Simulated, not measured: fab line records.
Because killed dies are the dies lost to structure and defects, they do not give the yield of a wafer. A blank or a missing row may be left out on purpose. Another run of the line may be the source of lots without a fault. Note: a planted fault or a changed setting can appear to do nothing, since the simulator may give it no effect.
Split-lot experiment -- flow n5-finfet -- 7 lots, 21 wafers read, on a route of 1938 steps

== ABOUT THE SPLIT ==
At N5_BEOL_M5_ILD_DEP_00 (deposits SiCOH lowk from DEMS/porogen, target thk 140.64 nm, time 25.9 s), the setting time-s was moved away from the recipe's 25.9 s on 7 of the 21 wafers read, by +6.2% to +10.9%. This setting was run at the recipe's value on the other wafers.

== FROM THE SPLIT ON TO THE READING: in between, the file shows 1 step ==
- N5_BEOL_M5_CURE_79: cures SiCOH lowk, time 240 s

== THE READING ==
M5_ILD_THK at N5_BEOL_M5_THK_MEAS_01, in nm. Fault-free wafers of this fab line usually give 121.1 nm, standard deviation 1.4 nm.

wafer,"tool, chamber at the split","time-s as run, s",against the recipe,"M5_ILD_THK, nm",against lot-mates on the recipe
L079.1,"pecvd-02, 1,0",27.51,+6.2%,127.6,+6.6
L079.2,"pecvd-02, 1,0",27.51,+6.2%,127.6,+6.6
L079.3,"pecvd-02, 0",25.9,recipe,121.0,-
L080.3,"pecvd-02, 1",25.9,recipe,121.7,-
L080.4,"pecvd-02, 0",28.73,+10.9%,134.1,+13.0
L080.6,"pecvd-02, 0",25.9,recipe,120.5,-
L082.2,"pecvd-02, 0",28.6,+10.4%,131.3,+11.9
L082.3,"pecvd-02, 2",25.9,recipe,119.4,-
L082.4,"pecvd-02, 1",28.6,+10.4%,134.2,+14.8
L081.1,"pecvd-01, 1",25.9,recipe,120.9,-
L081.4,"pecvd-01, 2",25.9,recipe,123.6,-
L081.6,"pecvd-01, 0",25.9,recipe,120.1,-
L088.3,"pecvd-02, 0",27.65,+6.8%,128.4,+6.0
L088.4,"pecvd-02, 1",27.65,+6.8%,130.7,+8.3
L088.6,"pecvd-02, 2",25.9,recipe,122.4,-
L097.4,"pecvd-02, 2",25.9,recipe,121.7,-
L097.5,"pecvd-02, 1",25.9,recipe,121.5,-
L097.6,"pecvd-02, 0",25.9,recipe,120.2,-
L096.1,"pecvd-01, 2,1",25.9,recipe,120.8,-
L096.5,"pecvd-01, 2,1",25.9,recipe,120.8,-
L096.6,"pecvd-01, 2",25.9,recipe,121.0,-
The file does not say which wafer passed through which chamber wherever a row lists several chambers: such a row stands for several wafers.

THE FIT
A straight line over all 21 wafers: M5_ILD_THK changes by +1.15 nm for each +1% of time-s; r = +0.98; the points scatter about the line by 1.1 nm.
The same after taking each lot's own level away (the mean of its wafers on the recipe; 21 wafers): +1.2 nm for each +1%; r = +0.98; scatter 1 nm.
On that fit, the largest move of time-s shifts the reading by 13 nm.
Across the lots, their own levels run from 119.40 to 122.40 nm, a range of 2.1 times the standard deviation given above.
So the lot-to-lot level changes the slope little: the two slopes agree.
Check: with one of the wafers moved furthest among these (+10.9%) left out of the fit, the line predicts +13 nm for it against its lot-mates. Against them it came out at +13 nm.

== THESE WAFERS: OTHER SPLITS ==
Before the reading, these wafers also passed through other splits. Each is held against what the fit with the lots' levels taken away leaves over:
other split on the same wafers,wafers away from the commonest value,r with M5_ILD_THK (lot level and that fit taken away)
N5_BEOL_M3_ETCH_64 time-s,10,-0.03
N5_BEOL_M3_ETCH_70 source-w,6,+0.32
N5_BEOL_M3_VIA_ETCH_34 bias-w,4,-0.08
N5_BEOL_M4_COAT_68 spin-rpm,8,+0.56
N5_BEOL_M4_DESCUM_33 time-s,9,+0.38

== THE WHOLE CHAIN: every reading that the file lists as answering this split, in the file's order ==
step,what it does,reading,change (the file's fit),r (the file's)
N5_BEOL_M5_ILD_DEP_00,"deposits SiCOH lowk from DEMS/porogen, target thk 140.64 nm, time 25.9 s","SiCOH_lowk_of_BEOL_M5_ILD_DEP_00.thk-nm (the simulator's own value, which no gauge read)",+1.37 nm for each +1% of the setting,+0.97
N5_BEOL_M5_CURE_79,"cures SiCOH lowk, time 240 s","SiCOH_lowk_of_BEOL_M5_ILD_DEP_00.thk-nm (the simulator's own value, which no gauge read)",+1.19 nm for each +1% of the setting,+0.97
N5_BEOL_M5_THK_MEAS_01,,M5_ILD_THK,+1.19 for each +1% of the setting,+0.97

== THE FILE'S OWN FIT ==
M5_ILD_THK changes by +1.19 nm for each +1% of time-s, r = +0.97.
